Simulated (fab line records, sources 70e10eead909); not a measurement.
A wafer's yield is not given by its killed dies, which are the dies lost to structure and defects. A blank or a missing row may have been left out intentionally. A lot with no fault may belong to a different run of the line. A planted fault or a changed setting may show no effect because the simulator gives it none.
Code-filled problem report in 8D (eight disciplines) form | flow nand-harc | the parts of the form that need people (team, actions taken, sign-off) are left out

## 1. WHAT WENT WRONG
Wafers without a fault read 1.5 %, standard deviation 0.66; sort_bin_2_pct at NHARC_END_SORT_01 reads a mean of 96.8 % on 9 wafers belonging to 3 lots. That is +99 or more standard deviations from the usual mean.
First observed at day 21 22:28: wafer L592.3, on prober-01. At this step, 33 wafers from 11 lots have a number in the record. Rule for "out", or "out of limits": more than 4 standard deviations from the usual mean. The other wafers with a number count as sound.

## 2. WHAT IT IS; WHAT IT IS NOT
question                    | is                                                                                                                  | is not
which readings at this step | sort_bin_2_pct, defect-limited-yield, killed-at-array, killed-dies, sort-n-pass, sort-rim-yield-pct, sort-yield-pct | killed-at-other, killed-at-periphery, killed-open, sort_bin_3_pct, sort_bin_4_pct
which lots                  | L592, L594, L595                                                                                                    | L588, L590, L596, L601, L603, L604, L606, L607
which wafers of those lots  | all that have a number                                                                                              | -
read on which gauges        | prober-01, prober-02                                                                                                | -
when                        | from day 21 22:28                                                                                                   | up to then (6 sound wafers); but 18 sound wafers of L596, L601, L603, L604, L606, L607 came after

## 3. THE SUSPECTS, EACH WITH WHAT RULES IT OUT
Counting: any tool at a process step up to the reading is kept as a suspect provided that every lot that is out went through it and no sound lot did after the first of them.
- the gauge at NHARC_END_SORT_01 is ruled out. The wafers that are out were read on 2 gauges (prober-01, prober-02).
- rie-diel-12 at NHARC_A_M1_ETCH_28 (etches the open film in CF4/N2, target depth 30 nm, time 72.99 s): ruled out as a lasting fault. Following L592 (day 19 20:06), the first lot on it that is out, the sound lots L596, L603, L607, L606 were run on it.
Left after counting: nothing in the record.

## 4. THE CAUSE (what the simulator had put in)
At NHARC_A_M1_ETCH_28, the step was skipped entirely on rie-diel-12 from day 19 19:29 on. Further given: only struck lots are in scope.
It was ruled out by counting, in error; the rule expects a fault to strike all lots run on its tool from its start on, and this fault did not.

## 5. THE EFFECT CHAIN, in route order
Rows list readings where the struck wafers' mean (over those with a number) sits beyond 3 standard deviations from the usual. Only readings whose record carries a usual standard deviation are examined. hours: median over the lots of the time between each lot's start at the first step of this table that gives one and its start at this step. sigmas: the change, counted in usual standard deviations.
hours | step              | reading              | usual  | on struck wafers | change | sigmas
0     | NHARC_END_SORT_01 | defect-limited-yield | 95.2 % | 0.0              | -95.2  | -60
0     | NHARC_END_SORT_01 | killed-at-array      | 28     | 672              | +644   | +59
0     | NHARC_END_SORT_01 | killed-dies          | 32     | 677              | +645   | +59
0     | NHARC_END_SORT_01 | sort_bin_2_pct       | 1.5 %  | 96.8             | +95.3  | +99 or more
0     | NHARC_END_SORT_01 | sort-n-pass          | 645    | 0                | -645   | -59
0     | NHARC_END_SORT_01 | sort-rim-yield-pct   | 96.0 % | 0.0              | -96.0  | -33
0     | NHARC_END_SORT_01 | sort-yield-pct       | 95.2 % | 0.0              | -95.2  | -60
Readings that are blank on the struck wafers while sound wafers have them: bias-w at NHARC_A_M1_ETCH_28; cf4-flow-sccm at NHARC_A_M1_ETCH_28; drypump-motor-current-A at NHARC_A_M1_ETCH_28; n2-flow-sccm at NHARC_A_M1_ETCH_28; oes-product-au at NHARC_A_M1_ETCH_28; rf-vpp-V at NHARC_A_M1_ETCH_28; showerhead-plenum-p-Torr at NHARC_A_M1_ETCH_28; throttle-valve-pct at NHARC_A_M1_ETCH_28.

## 6. HOW IT WOULD HAVE BEEN CAUGHT EARLIER
Counted from the fault's start at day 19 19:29, it took 51 hours until the first out-of-limits reading at a measuring or inspecting step in this record, taken at day 21 22:28.
At NHARC_A_M1_ETCH_28 the tool's readings are blank on the struck wafers, where sound wafers have them: an empty tool record is the first sign, and it was there at once.
